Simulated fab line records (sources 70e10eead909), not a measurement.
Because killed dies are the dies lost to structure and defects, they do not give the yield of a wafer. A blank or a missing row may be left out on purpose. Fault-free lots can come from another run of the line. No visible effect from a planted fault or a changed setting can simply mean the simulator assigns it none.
Chamber matching :: flow nand_harc :: 4 sister chambers for NHARC_A_WL_FILL_ALD_00 on ald_hk-02
The step deposits Al2O3, target thk 3 nm, pulse time 3 s, ald cycles 30. 8 wafers are shown with their chamber, then 9 later ones without.

== EACH WAFER AND ITS CHAMBER ==
wafer: L079.2
chamber: 3
heater_power_w (W): 391
precursor_pulse_height_rel: 1.026

wafer: L082.3
chamber: 1
heater_power_w (W): 532
precursor_pulse_height_rel: 1.006

wafer: L082.5
chamber: 3
heater_power_w (W): 380
precursor_pulse_height_rel: 1.008

wafer: L085.1
chamber: 2
heater_power_w (W): 411
precursor_pulse_height_rel: 1.016

wafer: L085.5
chamber: 0
heater_power_w (W): 393
precursor_pulse_height_rel: 1.022

wafer: L090.1
chamber: 1
heater_power_w (W): 528
precursor_pulse_height_rel: 0.989

wafer: L090.3
chamber: 2
heater_power_w (W): 409
precursor_pulse_height_rel: 0.961

wafer: L090.6
chamber: 0
heater_power_w (W): 383
precursor_pulse_height_rel: 1.014

== WAFERS WITH NO CHAMBER GIVEN ==
wafer: L093.1
heater_power_w (W): 540
precursor_pulse_height_rel: 0.987

wafer: L093.2
heater_power_w (W): 383
precursor_pulse_height_rel: 1.016

wafer: L093.6
heater_power_w (W): 390
precursor_pulse_height_rel: 0.993

wafer: L091.1
heater_power_w (W): 400
precursor_pulse_height_rel: 1.003

wafer: L091.4
heater_power_w (W): 538
precursor_pulse_height_rel: 1.022

wafer: L091.6
heater_power_w (W): 412
precursor_pulse_height_rel: 1.003

wafer: L094.1
heater_power_w (W): 540
precursor_pulse_height_rel: 0.997

wafer: L094.4
heater_power_w (W): 389
precursor_pulse_height_rel: 1.041

wafer: L094.6
heater_power_w (W): 410
precursor_pulse_height_rel: 0.987

== CHAMBER TAKEN BY EACH ==
wafer: L093.1
from the rows above: 1
in truth: 1

wafer: L093.2
from the rows above: can't be placed: 3 or 0
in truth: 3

wafer: L093.6
from the rows above: can't be placed: 0 or 3
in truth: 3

wafer: L091.1
from the rows above: can't be placed: 2 or 0 or 3
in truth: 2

wafer: L091.4
from the rows above: 1
in truth: 1

wafer: L091.6
from the rows above: 2
in truth: 2

wafer: L094.1
from the rows above: 1
in truth: 1

wafer: L094.4
from the rows above: can't be placed: 0 or 3
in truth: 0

wafer: L094.6
from the rows above: 2
in truth: 2
5 of 9 placed correctly. These rows do not allow placing 4 (true chamber among the candidates in 4). Number placed wrongly: 0.
How it was worked out, from the rows above alone: a wafer's distance from a chamber is the root of the sum, over the readings, of the square of ((its reading less the chamber's mean) divided by the reading's scatter). The wafer belongs to the nearest chamber; if the next one is less than 2 further off, it can't be placed. For every chamber, the mean is computed from those of its wafers that are shown. The scatter: take each reading less its chamber's mean, square it, sum over the shown wafers, divide by the number of wafers less the number of chambers, and take the root.
